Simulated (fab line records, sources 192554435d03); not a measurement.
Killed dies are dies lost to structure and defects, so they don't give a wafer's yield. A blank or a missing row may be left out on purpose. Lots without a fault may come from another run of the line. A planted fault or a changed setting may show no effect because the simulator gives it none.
Which tool did it? | flow n5_finfet | 6 lots, 18 wafers sampled, at 2 steps of a route of 1938

WHAT THE GAUGES READ, wafer by wafer
N5_BEOL_M9_INSPECT_58: inspects for defects (darkfield).
lot  | measured     | on                | raw_defect_count
L453 | day 10 18:24 | defect_inspect-02 | 86 62 97
L455 | day 11 12:10 | defect_inspect-02 | 47 42 39
L460 | day 12 11:29 | defect_inspect-01 | 77 74 60
L457 | day 12 15:35 | defect_inspect-01 | 44 55 55
L467 | day 14 11:12 | defect_inspect-01 | 38 57 45
L475 | day 16 07:24 | defect_inspect-02 | 74 73 32

WHICH TOOL RAN EACH LOT (tool, then ch and the chambers of the sampled wafers, then the start)
lot  | N5_BEOL_M9_SPUTTER_48
L453 | pvd_sputter-01, day 10 14:29
L455 | pvd_sputter-01, day 11 11:11
L460 | pvd_sputter-03, day 12 10:29
L457 | pvd_sputter-03, day 12 13:55
L467 | pvd_sputter-03, day 14 09:21
L475 | pvd_sputter-01, day 16 06:25
- N5_BEOL_M9_SPUTTER_48: material Cu, target thk 12 nm, time 2 s.

THE ANSWER, worked out from the rows above alone
Rule: what is usual is taken from the lots themselves. Put in order of their means at a reading, lots are off if they are a third of the lots or fewer, leave a main group of 4 or more, and stand apart from it by a gap of 3 or more times the standard deviation of the main group's means; of several such gaps the widest counts. A main group whose means are all the same, to the digits that the tables above print for the reading, isn't used. A lot without any number at a reading at which 4 lots or more have one is off too. The other lots that the step has rows for count as sound.
No lot is off at any reading shown: from this, nothing can be told.

WHAT THE SIMULATOR HAD PUT IN
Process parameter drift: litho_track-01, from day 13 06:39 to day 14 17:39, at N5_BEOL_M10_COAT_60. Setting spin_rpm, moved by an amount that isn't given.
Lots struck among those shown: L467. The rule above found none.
